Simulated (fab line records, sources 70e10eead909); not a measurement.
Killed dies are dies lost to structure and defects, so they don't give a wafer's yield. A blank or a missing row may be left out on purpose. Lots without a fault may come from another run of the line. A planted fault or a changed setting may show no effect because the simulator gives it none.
Which tool did it? | flow nand_harc | 24 lots, 72 wafers sampled, at 1 step of a route of 1302

WHAT THE GAUGES READ, wafer by wafer
NHARC_A_CHANNEL_HOLE_D2_INSPECT_12.
lot  | measured     | on                | raw_defect_count
L074 | day 13 05:12 | defect_inspect-01 | 5 10 7
L076 | day 13 12:15 | defect_inspect-02 | 65 61 72
L075 | day 13 12:28 | defect_inspect-02 | 4 8 4
L077 | day 14 20:22 | defect_inspect-02 | 6 3 4
L078 | day 14 20:33 | defect_inspect-02 | 52 52 52
L079 | day 15 04:02 | defect_inspect-01 | 13 5 4
L080 | day 15 15:47 | defect_inspect-02 | 5 4 4
L082 | day 16 08:26 | defect_inspect-02 | 47 65 70
L081 | day 16 08:42 | defect_inspect-01 | 6 9 8
L084 | day 16 23:00 | defect_inspect-02 | 62 54 64
L083 | day 17 01:02 | defect_inspect-02 | 4 6 7
L085 | day 17 14:23 | defect_inspect-02 | 53 51 53
L086 | day 17 23:20 | defect_inspect-01 | 70 53 60
L087 | day 19 02:41 | defect_inspect-02 | 50 58 49
L088 | day 19 02:55 | defect_inspect-02 | 18 7 18
L089 | day 19 04:58 | defect_inspect-01 | 44 51 58
L090 | day 19 23:07 | defect_inspect-02 | 19 10 12
L091 | day 20 02:53 | defect_inspect-01 | 44 47 51
L092 | day 20 19:27 | defect_inspect-01 | 57 57 39
L093 | day 20 19:36 | defect_inspect-01 | 11 16 15
L094 | day 21 02:34 | defect_inspect-02 | 43 56 53
L095 | day 21 22:07 | defect_inspect-02 | 6 7 3
L096 | day 22 05:25 | defect_inspect-02 | 8 5 3
L097 | day 22 13:46 | defect_inspect-01 | 35 24 32

WHICH TOOL RAN EACH LOT (tool, then ch and the chambers of the sampled wafers, then the start)
The record holds no process step before these readings.

WHAT THE TOOLS THEMSELVES READ (means of the sampled wafers that have a number; where no wafer has one, the mark that the record gives instead)
The record holds no such reading with a usual standard deviation.

THE ANSWER, worked out from the rows above alone
Rule: what is usual is taken from the lots themselves. Put in order of their means at a reading, lots are off if they are a third of the lots or fewer, leave a main group of 4 or more, and stand apart from it by a gap of 3 or more times the standard deviation of the main group's means; of several such gaps the widest counts. A main group whose means are all the same, to the digits that the tables above print for the reading, isn't used. A lot without any number at a reading at which 4 lots or more have one is off too. The other lots that the step has rows for count as sound. The gauges are gone through in route order, then the tools' own readings, and for those a lot's mean is taken as printed above. The first step at which some lot is off is used, and at that step the reading that is off furthest; a lot without a number counts as furthest.
No lot is off at any reading shown: from this, nothing can be told.

WHAT THE SIMULATOR HAD PUT IN
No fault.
